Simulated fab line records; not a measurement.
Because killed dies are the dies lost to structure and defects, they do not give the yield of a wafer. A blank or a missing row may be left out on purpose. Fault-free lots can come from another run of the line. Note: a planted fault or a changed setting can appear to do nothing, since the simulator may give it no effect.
fab line records	flow n5_finfet
record lots=24	wafers=72	last_day=17
route steps=1938 shown BEOL_M11@1571 BEOL_M12@1612 BEOL_M13@1674
lots that met no fault: from a run of the same line without faults
start_h: hours from the record's opening day to when the first of the lot's shown wafers began	wait_h: how many hours have passed since the lot's step before this one	" the same as in the row above	L1.1+2: a single row standing in for several wafers	- no value, or no start given	* or withheld: withheld	< > ~ a bound
route shown NAME@n: NAME is a module with steps in the file, n the number in the route of the first one	usual: mean/standard deviation taken from wafers without a fault	same: alike in all rows	chamber/n: place in a boat	sites: the reading at each site	_std_site: standard deviation across them	_edge_site: outer sites' mean less inner sites'	radius_mm: for every site, how far away it sits from the centre of the wafer	mask NAME#n: copy n	behind: the most recent tool/chamber to have shaped the wafer	hold: why the lot was held/for how many hours/how that ended	device: the n, p or np transistor that did not switch	end of line: the route-end tests of the same wafers	a step with no rows: only its recipe	killed: dies lost to structure and defects at the first sort, not the wafer's yield	map: a wafer's dies, marking killed ones x, the rest . and places with no die _
set.NAME: the setting the step ran with; set.NAME@STEP: the setting that earlier step ran with	model.NAME: the simulator's own value behind a step, which no gauge read
a sample of lots followed through the steps of the route, with each step as a table and each wafer as a row
services: the hour from which a tool's chamber was out of use, counted from the record's first day as start_h (under 0 if before that day), plus the number of hours and why
## steps
# step N5_BEOL_M11_DESCUM_33
# recipe chemistry=O2	time_s=7.9	source_power_w=50	bias_power_w=20	pressure_mtorr=20	rf_frequency_hz=2.712e+07	temp_c=40	resist=CAR-ArF	o2_flow_sccm=225
# usual drypump_motor_current_A=5.7/0.39	oes_product_au=0.80/0.067	rf_vpp_V=243.8/1.5	showerhead_plenum_p_Torr=2.13/0.08	throttle_valve_pct=20.39/0.2
lot.wafer	tool	chamber	start_h	wait_h	drypump_motor_current_A	oes_product_au	rf_hours_counter_h	rf_vpp_V	showerhead_plenum_p_Torr	throttle_valve_pct
L074.2	rie_diel-04	0	232.33	0.0	5.1	0.75	172	243.0	2.08	20.34
L074.3	"	2	"	"	5.6	0.88	29	245.1	2.22	20.06
L074.5	"	3	"	"	5.7	0.91	-	245.0	2.25	20.38
L076.1	rie_diel-04	3	236.22	0.4	5.7	0.91	15	246.2	2.25	20.39
L076.2	"	0	"	"	5.1	0.75	174	243.2	2.08	20.35
L076.5	"	0	"	"	5.1	0.75	-	243.5	2.08	20.34
L075.2	rie_diel-05	0	245.03	0.0	5.9	0.90	28	244.5	2.15	20.48
L075.3	"	2	"	"	5.3	0.78	127	244.4	2.10	20.66
L075.4	"	3	"	"	6.2	0.71	242	243.9	2.13	20.37
L077.1	rie_diel-01	2	253.31	0.0	5.1	0.78	131	240.5	2.03	20.63
L077.2	"	3	"	"	6.0	0.76	177	243.0	2.09	20.33
L077.3	"	1	"	"	6.4	0.82	89	240.7	2.02	20.10
L078.2	rie_diel-05	2	253.85	0.4	5.3	0.76	130	243.8	2.10	20.66
L078.3	"	1	"	"	6.1	0.76	131	241.1	2.02	20.58
L078.6	"	3	"	"	6.2	0.70	-	244.9	2.13	20.36
L079.1	rie_diel-01	0	263.09	0.0	6.1	0.72	208	244.2	2.16	20.44
L079.4	"	2	"	"	5.1	0.78	134	241.6	2.03	20.63
L079.5	"	0	"	"	6.1	0.72	-	246.3	2.16	20.45
L080.2	rie_diel-01	0	267.79	0.2	6.1	0.72	210	244.1	2.16	20.45
L080.3	"	2	"	"	5.1	0.78	136	241.7	2.03	20.64
L080.6	"	2	"	"	5.2	0.78	-	243.5	2.03	20.65
L081.1	rie_diel-04	2	276.96	0.0	5.6	0.88	35	246.0	2.22	20.07
L081.3	"	1	"	"	5.8	0.83	80	246.0	2.20	20.51
L081.6	"	0	"	"	5.1	0.73	-	244.1	2.08	20.38
L083.1	rie_diel-04	0	283.34	0.0	5.1	0.73	189	243.5	2.08	20.39
L083.2	"	2	"	"	5.6	0.88	37	244.4	2.22	20.07
L083.6	"	2	"	"	5.6	0.87	-	245.4	2.22	20.08
L082.2	rie_diel-04	1	283.80	0.2	5.8	0.81	83	244.7	2.20	20.52
L082.3	"	3	"	"	5.7	0.88	31	246.2	2.24	20.42
L082.5	"	2	"	"	5.6	0.87	-	245.3	2.22	20.06
L084.2	rie_diel-01	1	291.92	0.0	6.3	0.79	102	242.9	2.01	20.12
L084.3	"	0	"	"	6.1	0.71	218	245.4	2.16	20.47
L084.6	"	1	"	"	6.3	0.80	-	242.1	2.01	20.11
L085.1	rie_diel-04	2	311.50	0.0	5.6	0.86	46	244.5	2.21	20.08
L085.2	"	3	"	"	5.7	0.86	40	247.8	2.24	20.42
L085.3	"	1	"	"	5.8	0.81	90	244.4	2.20	20.52
L086.3	rie_diel-05	1	311.68	0.0	6.2	0.75	151	241.9	2.01	20.60
L086.5	"	1	"	"	6.1	0.74	-	240.7	2.01	20.60
L086.6	"	2	"	"	5.3	0.75	-	242.6	2.10	20.69
L088.1	rie_diel-04	2	314.93	0.0	5.6	0.85	47	245.7	2.21	20.11
L088.4	"	1	"	"	5.8	0.81	92	244.0	2.20	20.52
L088.5	"	3	"	"	5.7	0.86	-	246.0	2.24	20.42
L087.3	rie_diel-05	2	318.56	0.0	5.3	0.76	152	243.4	2.10	20.71
L087.4	"	1	"	"	6.1	0.74	154	241.9	2.01	20.61
L087.5	"	2	"	"	5.3	0.75	-	243.0	2.10	20.69
L091.2	rie_diel-01	1	318.73	0.0	6.3	0.79	110	242.3	2.01	20.13
L091.3	"	3	"	"	6.0	0.74	197	242.7	2.08	20.37
L091.6	"	2	"	"	5.1	0.75	-	242.8	2.02	20.65
L090.3	rie_diel-04	0	324.24	0.0	5.1	0.73	200	243.0	2.07	20.39
L090.4	"	1	"	"	5.9	0.80	94	244.9	2.20	20.54
L090.5	"	2	"	"	5.6	0.86	-	244.0	2.21	20.09
L089.1	rie_diel-04	3	327.82	0.0	5.7	0.86	44	244.7	2.24	20.44
L089.2	"	1	"	"	5.8	0.81	95	244.9	2.20	20.54
L089.6	"	0	"	"	5.1	0.73	-	242.9	2.07	20.39
L094.1	rie_diel-04	2	349.71	0.0	5.6	0.84	58	246.7	2.21	20.10
L094.2	"	1	"	"	5.8	0.79	103	245.2	2.20	20.55
L094.4	"	1	"	"	5.8	0.80	-	245.5	2.20	20.53
L092.1	rie_diel-01	1	349.87	0.0	6.3	0.78	120	242.7	2.00	20.15
L092.2	"	3	"	"	6.0	0.74	207	243.3	2.07	20.39
L092.5	"	0	"	"	6.1	0.70	-	244.7	2.15	20.50
L093.1	rie_diel-04	2	354.64	0.0	5.6	0.84	60	246.1	2.21	20.11
L093.2	"	3	"	"	5.7	0.84	53	244.6	2.23	20.43
L093.5	"	1	"	"	5.9	0.79	-	244.1	2.20	20.54
L095.1	rie_diel-05	2	355.14	0.4	5.3	0.73	162	243.9	2.09	20.70
L095.3	"	3	"	"	6.2	0.94	16	244.0	2.12	19.98
L095.6	"	3	"	"	6.2	0.94	-	242.4	2.12	19.98
L097.1	rie_diel-01	0	366.27	0.0	6.0	0.69	242	244.3	2.15	20.49
L097.4	"	1	"	"	6.3	0.77	126	241.8	2.00	20.15
L097.6	"	0	"	"	6.1	0.69	-	243.4	2.15	20.51
L096.2	rie_diel-01	3	366.80	0.1	6.0	0.73	213	243.2	2.07	20.39
L096.5	"	2	"	"	5.1	0.75	-	241.9	2.02	20.68
L096.6	"	3	"	"	6.0	0.73	-	242.5	2.07	20.38
# step N5_BEOL_M11_INSPECT_58
# recipe inspect_instrument=darkfield	mode=post_dep
# usual raw_defect_count=69/21
lot.wafer	tool	chamber	start_h	wait_h	raw_defect_count
L074.2	defect_inspect-02	-	236.97	0.0	123
L074.3	"	-	"	"	99
L074.5	"	-	"	"	78
L076.1	defect_inspect-02	-	240.18	0.0	52
L076.2	"	-	"	"	30
L076.5	"	-	"	"	62
L075.2	defect_inspect-02	-	247.88	0.0	52
L075.3	"	-	"	"	93
L075.4	"	-	"	"	67
L077.1	defect_inspect-02	-	256.64	0.4	57
L077.2	"	-	"	"	89
L077.3	"	-	"	"	49
L078.2	defect_inspect-02	-	257.30	0.0	81
L078.3	"	-	"	"	87
L078.6	"	-	"	"	122
L079.1	defect_inspect-01	-	266.81	0.0	104
L079.4	"	-	"	"	70
L079.5	"	-	"	"	69
L080.2	defect_inspect-01	-	272.66	0.0	53
L080.3	"	-	"	"	49
L080.6	"	-	"	"	72
L081.1	defect_inspect-02	-	280.08	0.0	53
L081.3	"	-	"	"	39
L081.6	"	-	"	"	77
L083.1	defect_inspect-01	-	286.24	0.0	89
L083.2	"	-	"	"	75
L083.6	"	-	"	"	77
L082.2	defect_inspect-02	-	287.11	0.0	37
L082.3	"	-	"	"	42
L082.5	"	-	"	"	54
L084.2	defect_inspect-02	-	295.57	0.0	65
L084.3	"	-	"	"	84
L084.6	"	-	"	"	71
L085.1	defect_inspect-01	-	317.24	0.0	87
L085.2	"	-	"	"	75
L085.3	"	-	"	"	51
L086.3	defect_inspect-01	-	317.69	0.0	83
L086.5	"	-	"	"	115
L086.6	"	-	"	"	87
L088.1	defect_inspect-02	-	319.23	0.0	53
L088.4	"	-	"	"	66
L088.5	"	-	"	"	84
L087.3	defect_inspect-01	-	322.08	0.0	52
L087.4	"	-	"	"	75
L087.5	"	-	"	"	68
L091.2	defect_inspect-02	-	322.27	0.0	71
L091.3	"	-	"	"	48
L091.6	"	-	"	"	87
L090.3	defect_inspect-01	-	330.39	0.0	76
L090.4	"	-	"	"	63
L090.5	"	-	"	"	95
L089.1	defect_inspect-02	-	332.00	0.0	57
L089.2	"	-	"	"	77
L089.6	"	-	"	"	77
L094.1	defect_inspect-02	-	352.70	0.0	81
L094.2	"	-	"	"	43
L094.4	"	-	"	"	42
L092.1	defect_inspect-02	-	353.49	0.0	50
L092.2	"	-	"	"	46
L092.5	"	-	"	"	58
L093.1	defect_inspect-01	-	358.06	0.0	62
L093.2	"	-	"	"	125
L093.5	"	-	"	"	102
L095.1	defect_inspect-02	-	358.35	0.0	42
L095.3	"	-	"	"	64
L095.6	"	-	"	"	68
L097.1	defect_inspect-01	-	369.63	0.0	80
L097.4	"	-	"	"	72
L097.6	"	-	"	"	34
L096.2	defect_inspect-02	-	371.42	0.0	57
L096.5	"	-	"	"	61
L096.6	"	-	"	"	56
# step N5_BEOL_M12_CD_MEAS_10
# recipe target_cd_nm=140	landing_energy_ev=500	detector=se_inlens	polarity=opening
# usual cd_nm=139.9/1.9
lot.wafer	tool	chamber	start_h	wait_h	cd_nm
L074.2	cd_sem-03	0	237.62	-	138.6
L074.3	"	0	"	"	135.6
L074.5	"	0	"	"	139.2
L076.1	cd_sem-01	0	240.78	-	141.1
L076.2	"	0	"	"	137.6
L076.5	"	0	"	"	139.4
L075.2	cd_sem-03	0	248.47	-	139.6
L075.3	"	0	"	"	136.7
L075.4	"	0	"	"	139.1
L077.1	cd_sem-01	0	257.29	-	139.6
L077.2	"	0	"	"	141.7
L077.3	"	0	"	"	135.7
L078.2	cd_sem-03	0	257.90	-	139.5
L078.3	"	0	"	"	141.7
L078.6	"	0	"	"	137.0
L079.1	cd_sem-02	0	267.28	-	139.1
L079.4	"	0	"	"	143.4
L079.5	"	0	"	"	141.2
L080.2	cd_sem-03	0	273.14	-	141.3
L080.3	"	0	"	"	137.8
L080.6	"	0	"	"	140.0
L081.1	cd_sem-01	0	280.55	-	142.3
L081.3	"	0	"	"	142.2
L081.6	"	0	"	"	139.9
L083.1	cd_sem-02	0	286.84	-	141.5
L083.2	"	0	"	"	140.8
L083.6	"	0	"	"	137.5
L082.2	cd_sem-01	0	287.58	-	137.1
L082.3	"	0	"	"	139.2
L082.5	"	0	"	"	140.3
L084.2	cd_sem-02	0	296.22	-	142.6
L084.3	"	0	"	"	140.8
L084.6	"	0	"	"	141.5
L085.1	cd_sem-02	0	317.83	-	138.3
L085.2	"	0	"	"	139.6
L085.3	"	0	"	"	139.5
L086.3	cd_sem-01	0	318.29	-	142.6
L086.5	"	0	"	"	142.0
L086.6	"	0	"	"	141.0
L088.1	cd_sem-03	0	319.70	-	136.9
L088.4	"	0	"	"	139.6
L088.5	"	0	"	"	140.2
L087.3	cd_sem-01	0	322.56	-	141.2
L087.4	"	0	"	"	141.9
L087.5	"	0	"	"	141.5
L091.2	cd_sem-03	0	322.79	-	141.6
L091.3	"	0	"	"	141.1
L091.6	"	0	"	"	137.2
L090.3	cd_sem-01	0	330.87	-	139.7
L090.4	"	0	"	"	140.7
L090.5	"	0	"	"	140.4
L089.1	cd_sem-01	0	332.60	-	137.9
L089.2	"	0	"	"	140.2
L089.6	"	0	"	"	138.4
L094.1	cd_sem-03	0	353.29	-	138.7
L094.2	"	0	"	"	140.3
L094.4	"	0	"	"	141.2
L092.1	cd_sem-01	0	354.09	-	142.2
L092.2	"	0	"	"	141.4
L092.5	"	0	"	"	137.7
L093.1	cd_sem-03	0	358.54	-	136.4
L093.2	"	0	"	"	135.2
L093.5	"	0	"	"	136.8
L095.1	cd_sem-03	0	358.95	-	138.9
L095.3	"	0	"	"	136.5
L095.6	"	0	"	"	140.4
L097.1	cd_sem-03	0	370.10	-	140.1
L097.4	"	0	"	"	139.3
L097.6	"	0	"	"	139.6
L096.2	cd_sem-03	0	372.02	-	143.5
L096.5	"	0	"	"	139.8
L096.6	"	0	"	"	143.8
# step N5_BEOL_M12_DEGAS_41
# recipe ambient=vacuum	temp_c=250	time_s=60
# usual heater_power_w=324/37
lot.wafer	tool	chamber	start_h	wait_h	heater_power_w
L076.1	pvd_sputter-01	-	243.27	0.3	352
L076.2	"	-	"	"	321
L076.5	"	-	"	"	319
L074.2	pvd_sputter-01	-	246.27	0.4	321
L074.3	"	-	"	"	324
L074.5	"	-	"	"	315
L075.2	pvd_sputter-01	-	251.05	0.2	325
L075.3	"	-	"	"	350
L075.4	"	-	"	"	321
L077.1	pvd_sputter-03	-	260.15	0.2	275
L077.2	"	-	"	"	279
L077.3	"	-	"	"	389
L078.2	pvd_sputter-02	-	265.40	0.2	371
L078.3	"	-	"	"	284
L078.6	"	-	"	"	371
L079.1	pvd_sputter-01	-	274.10	2.2	320
L079.4	"	-	"	"	343
L079.5	"	-	"	"	329
L080.2	pvd_sputter-01	-	275.82	0.2	326
L080.3	"	-	"	"	338
L080.6	"	-	"	"	317
L081.1	pvd_sputter-02	-	284.97	0.4	286
L081.3	"	-	"	"	266
L081.6	"	-	"	"	274
L083.1	pvd_sputter-03	-	293.35	0.5	269
L083.2	"	-	"	"	273
L083.6	"	-	"	"	277
L082.2	pvd_sputter-03	-	293.67	0.3	391
L082.3	"	-	"	"	339
L082.5	"	-	"	"	273
L084.2	pvd_sputter-02	-	298.81	0.3	374
L084.3	"	-	"	"	350
L084.6	"	-	"	"	290
L085.1	pvd_sputter-03	-	321.79	0.3	341
L085.2	"	-	"	"	394
L085.3	"	-	"	"	275
L086.3	pvd_sputter-02	-	321.81	0.2	284
L086.5	"	-	"	"	274
L086.6	"	-	"	"	351
L088.1	pvd_sputter-01	-	321.84	0.1	325
L088.4	"	-	"	"	338
L088.5	"	-	"	"	313
L091.2	pvd_sputter-02	-	325.25	0.0	271
L091.3	"	-	"	"	378
L091.6	"	-	"	"	378
L087.3	pvd_sputter-02	-	329.39	0.0	374
L087.4	"	-	"	"	292
L087.5	"	-	"	"	375
L090.3	pvd_sputter-02	-	334.31	0.5	283
L090.4	"	-	"	"	377
L090.5	"	-	"	"	267
L089.1	pvd_sputter-01	-	336.11	0.9	344
L089.2	"	-	"	"	323
L089.6	"	-	"	"	328
L094.1	pvd_sputter-02	-	357.67	0.3	268
L094.2	"	-	"	"	291
L094.4	"	-	"	"	357
L092.1	pvd_sputter-02	-	360.61	0.3	357
L092.2	"	-	"	"	283
L092.5	"	-	"	"	348
L093.1	pvd_sputter-02	-	361.13	0.1	283
L093.2	"	-	"	"	267
L093.5	"	-	"	"	264
L095.1	pvd_sputter-03	-	361.52	0.3	385
L095.3	"	-	"	"	347
L095.6	"	-	"	"	375
L097.1	pvd_sputter-01	-	373.76	0.2	326
L097.4	"	-	"	"	319
L097.6	"	-	"	"	335
L096.2	pvd_sputter-01	-	374.92	0.3	324
L096.5	"	-	"	"	322
L096.6	"	-	"	"	316
# step N5_BEOL_M12_ANNEAL_48
# recipe temp_c=225	time_s=90	ambient=N2
# usual wafer_temp_C_max=226.11/0.27
lot.wafer	tool	chamber	start_h	wait_h	wafer_temp_C_max
L076.1	rtp_anneal-01	0	244.23	0.5	226.39
L076.2	"	0	"	"	225.45
L076.5	"	0	"	"	225.92
L074.2	rtp_anneal-01	0	246.82	0.1	225.59
L074.3	"	0	"	"	225.84
L074.5	"	0	"	"	226.11
L075.2	rtp_anneal-01	0	251.61	0.2	226.33
L075.3	"	0	"	"	225.88
L075.4	"	0	"	"	226.58
L077.1	rtp_anneal-01	0	260.65	0.1	226.12
L077.2	"	0	"	"	225.80
L077.3	"	0	"	"	226.21
L078.2	rtp_anneal-01	0	265.95	0.1	226.12
L078.3	"	0	"	"	225.91
L078.6	"	0	"	"	226.11
L079.1	rtp_anneal-01	0	274.60	0.1	226.42
L079.4	"	0	"	"	226.40
L079.5	"	0	"	"	225.95
L080.2	rtp_anneal-02	0	276.37	0.1	226.27
L080.3	"	0	"	"	225.98
L080.6	"	0	"	"	225.84
L081.1	rtp_anneal-01	0	285.47	0.1	226.38
L081.3	"	0	"	"	225.61
L081.6	"	0	"	"	226.50
L083.1	rtp_anneal-01	0	293.93	0.2	225.92
L083.2	"	0	"	"	226.31
L083.6	"	0	"	"	225.71
L082.2	rtp_anneal-02	0	294.22	0.1	226.06
L082.3	"	0	"	"	226.15
L082.5	"	0	"	"	226.16
L084.2	rtp_anneal-01	0	299.35	0.1	226.55
L084.3	"	0	"	"	226.04
L084.6	"	0	"	"	226.52
L085.1	rtp_anneal-02	0	322.37	0.2	225.96
L085.2	"	0	"	"	226.18
L085.3	"	0	"	"	226.02
L086.3	rtp_anneal-02	0	322.91	0.7	226.01
L086.5	"	0	"	"	225.99
L086.6	"	0	"	"	226.00
L088.1	rtp_anneal-01	0	323.23	0.9	226.22
L088.4	"	0	"	"	225.86
L088.5	"	0	"	"	226.27
L091.2	rtp_anneal-02	0	325.80	0.1	225.75
L091.3	"	0	"	"	226.23
L091.6	"	0	"	"	226.64
L087.3	rtp_anneal-02	0	329.98	0.2	225.78
L087.4	"	0	"	"	226.52
L087.5	"	0	"	"	225.63
L090.3	rtp_anneal-01	0	334.90	0.2	226.00
L090.4	"	0	"	"	226.33
L090.5	"	0	"	"	226.21
L089.1	rtp_anneal-01	0	336.61	0.1	226.20
L089.2	"	0	"	"	226.74
L089.6	"	0	"	"	226.01
L094.1	rtp_anneal-02	0	358.17	0.1	226.14
L094.2	"	0	"	"	226.23
L094.4	"	0	"	"	225.94
L092.1	rtp_anneal-02	0	361.11	0.1	226.01
L092.2	"	0	"	"	225.88
L092.5	"	0	"	"	226.12
L093.1	rtp_anneal-02	0	361.63	0.1	226.07
L093.2	"	0	"	"	226.10
L093.5	"	0	"	"	226.40
L095.1	rtp_anneal-01	0	362.02	0.1	225.94
L095.3	"	0	"	"	226.37
L095.6	"	0	"	"	226.08
L097.1	rtp_anneal-01	0	374.26	0.1	225.93
L097.4	"	0	"	"	225.83
L097.6	"	0	"	"	226.63
L096.2	rtp_anneal-02	0	375.94	0.6	225.70
L096.5	"	0	"	"	225.75
L096.6	"	0	"	"	225.68
# step N5_BEOL_M13_VIA_ETCH_16
# recipe chemistry=C4F8/O2/Ar	target=SiOC	pressure_mtorr=30	source_w=3000	bias_w=700	Ar_flow_sccm=400	C4F8_flow_sccm=15	O2_flow_sccm=8	he_inner_torr=15	he_outer_torr=30	target_depth_a=9217	time_s=withheld	ion_energy_ev=250	ends=cleared
# usual drypump_motor_current_A=5.8/0.43	mfc_ar_sccm=400.1/1.1	oes_product_au=0.71/0.058	rf_vpp_V=665/3.2	showerhead_plenum_p_Torr=3.43/0.097	throttle_valve_pct=24.17/0.18
lot.wafer	tool	chamber	start_h	wait_h	drypump_motor_current_A	mfc_ar_sccm	oes_product_au	rf_vpp_V	showerhead_plenum_p_Torr	throttle_valve_pct
L076.1	rie_diel-01	2	245.74	0.0	5.2	400.3	0.71	663	3.32	24.39
L076.2	"	1	"	"	6.4	401.3	0.74	663	3.33	23.99
L076.5	"	1	"	"	6.4	401.8	0.74	662	3.33	24.01
L074.2	rie_diel-04	2	248.36	0.0	5.6	401.6	0.79	670	3.62	23.88
L074.3	"	3	"	"	5.7	401.0	0.82	672	3.61	23.99
L074.5	"	1	"	"	5.8	399.6	0.75	670	3.58	24.22
L075.2	rie_diel-01	1	253.01	0.0	6.3	398.5	0.74	663	3.33	24.02
L075.3	"	3	"	"	6.0	400.2	0.68	667	3.43	24.19
L075.4	"	1	"	"	6.3	400.0	0.74	661	3.33	24.01
L077.1	rie_diel-04	0	262.06	0.0	5.1	398.3	0.67	666	3.41	24.18
L077.2	"	3	"	"	5.7	400.6	0.82	670	3.61	24.01
L077.3	"	1	"	"	5.8	399.9	0.75	670	3.58	24.23
L078.2	rie_diel-01	1	267.35	0.0	6.4	401.9	0.73	662	3.33	24.00
L078.3	"	3	"	"	6.0	399.6	0.68	664	3.43	24.18
L078.6	"	2	"	"	5.1	400.6	0.70	663	3.32	24.41
L079.1	rie_diel-01	0	276.38	0.0	6.1	401.8	0.65	669	3.50	24.08
L079.4	"	1	"	"	6.3	399.6	0.72	663	3.32	24.03
L079.5	"	0	"	"	6.1	401.4	0.65	669	3.50	24.08
L080.2	rie_diel-01	2	278.24	0.0	5.2	400.5	0.70	662	3.32	24.42
L080.3	"	0	"	"	6.1	400.9	0.64	669	3.50	24.08
L080.6	"	0	"	"	6.1	400.8	0.64	668	3.50	24.08
L081.1	rie_diel-01	1	287.57	0.0	6.4	397.8	0.73	662	3.32	24.01
L081.3	"	3	"	"	6.0	401.7	0.67	665	3.42	24.20
L081.6	"	2	"	"	5.2	398.7	0.70	661	3.31	24.41
L083.1	rie_diel-01	0	295.34	0.0	6.1	400.5	0.63	668	3.50	24.07
L083.2	"	2	"	"	5.2	400.0	0.68	661	3.31	24.42
L083.6	"	2	"	"	5.1	400.6	0.69	661	3.31	24.41
L082.2	rie_diel-04	1	295.72	0.0	5.9	400.2	0.74	670	3.58	24.25
L082.3	"	0	"	"	5.1	399.5	0.66	665	3.40	24.18
L082.5	"	0	"	"	5.1	398.2	0.66	665	3.40	24.18
L084.2	rie_diel-01	2	300.95	0.0	5.2	401.0	0.70	661	3.31	24.42
L084.3	"	0	"	"	6.0	398.9	0.65	668	3.49	24.08
L084.6	"	1	"	"	6.4	397.7	0.72	662	3.32	24.03
L085.1	rie_diel-05	1	323.84	0.0	6.1	400.0	0.67	662	3.31	24.45
L085.2	"	2	"	"	5.3	401.6	0.68	666	3.40	24.36
L085.3	"	0	"	"	5.9	399.0	0.77	669	3.46	24.18
L086.3	rie_diel-05	2	324.24	0.0	5.3	398.6	0.68	664	3.40	24.38
L086.5	"	0	"	"	5.9	402.0	0.78	666	3.46	24.18
L086.6	"	1	"	"	6.1	400.7	0.68	661	3.31	24.43
L088.1	rie_diel-01	1	324.81	0.0	6.4	399.6	0.71	663	3.32	24.03
L088.4	"	2	"	"	5.2	399.4	0.69	662	3.31	24.43
L088.5	"	0	"	"	6.1	399.4	0.64	669	3.49	24.10
L091.2	rie_diel-05	2	327.16	0.0	5.3	399.2	0.68	666	3.40	24.35
L091.3	"	0	"	"	5.9	398.9	0.77	666	3.46	24.17
L091.6	"	1	"	"	6.1	399.7	0.67	660	3.31	24.44
L087.3	rie_diel-04	1	331.33	0.0	5.9	399.1	0.72	670	3.57	24.26
L087.4	"	2	"	"	5.6	399.8	0.76	670	3.61	23.91
L087.5	"	1	"	"	5.9	400.6	0.72	669	3.57	24.26
L090.3	rie_diel-04	2	336.35	0.0	5.6	401.8	0.77	670	3.60	23.90
L090.4	"	3	"	"	5.7	399.4	0.78	670	3.60	24.02
L090.5	"	1	"	"	5.9	399.4	0.72	669	3.57	24.25
L089.1	rie_diel-05	3	338.64	0.0	6.2	400.9	0.85	667	3.47	23.78
L089.2	"	0	"	"	5.9	401.0	0.77	666	3.46	24.17
L089.6	"	3	"	"	6.2	398.1	0.86	668	3.47	23.79
L094.1	rie_diel-01	1	359.59	0.0	6.3	402.2	0.69	664	3.31	24.03
L094.2	"	2	"	"	5.2	400.0	0.68	662	3.30	24.46
L094.4	"	0	"	"	6.1	401.4	0.63	668	3.49	24.11
L092.1	rie_diel-05	1	362.65	0.0	6.1	400.9	0.66	661	3.30	24.45
L092.2	"	3	"	"	6.2	400.5	0.84	667	3.46	23.79
L092.5	"	2	"	"	5.3	400.3	0.67	666	3.40	24.37
L093.1	rie_diel-01	2	363.17	0.0	5.1	400.4	0.68	661	3.30	24.45
L093.2	"	0	"	"	6.1	400.5	0.62	669	3.48	24.11
L093.5	"	3	"	"	6.0	400.3	0.66	663	3.41	24.21
L095.1	rie_diel-01	1	363.47	0.0	6.3	399.3	0.70	662	3.31	24.04
L095.3	"	0	"	"	6.1	399.2	0.63	669	3.48	24.10
L095.6	"	0	"	"	6.1	399.0	0.62	668	3.48	24.12
L097.1	rie_diel-04	0	376.05	0.0	5.1	399.7	0.65	664	3.39	24.21
L097.4	"	0	"	"	5.1	399.9	0.64	664	3.39	24.21
L097.6	"	0	"	"	5.1	400.5	0.64	666	3.39	24.21
L096.2	rie_diel-01	0	377.49	0.0	6.1	398.9	0.63	667	3.48	24.13
L096.5	"	3	"	"	6.0	401.6	0.65	665	3.41	24.23
L096.6	"	2	"	"	5.1	401.1	0.68	661	3.30	24.46
## services
tool	chamber	start_h	hours	kind
rie_diel-05	-	216.89	0.8	repair
rie_diel-04	2	233.69	4.1	repair
rie_diel-04	2	252.40	19.3	repair
rie_diel-05	3	276.30	-	clean
rie_diel-05	3	276.30	-	consumable_replace:focus_ring
rie_diel-05	3	276.30	31.9	scheduled_down
rie_diel-05	3	276.30	31.9	vent_cycle
rie_diel-01	2	332.04	7.0	repair
rie_diel-04	0	346.38	11.2	repair
rie_diel-04	3	371.15	9.9	repair
## key
fault none
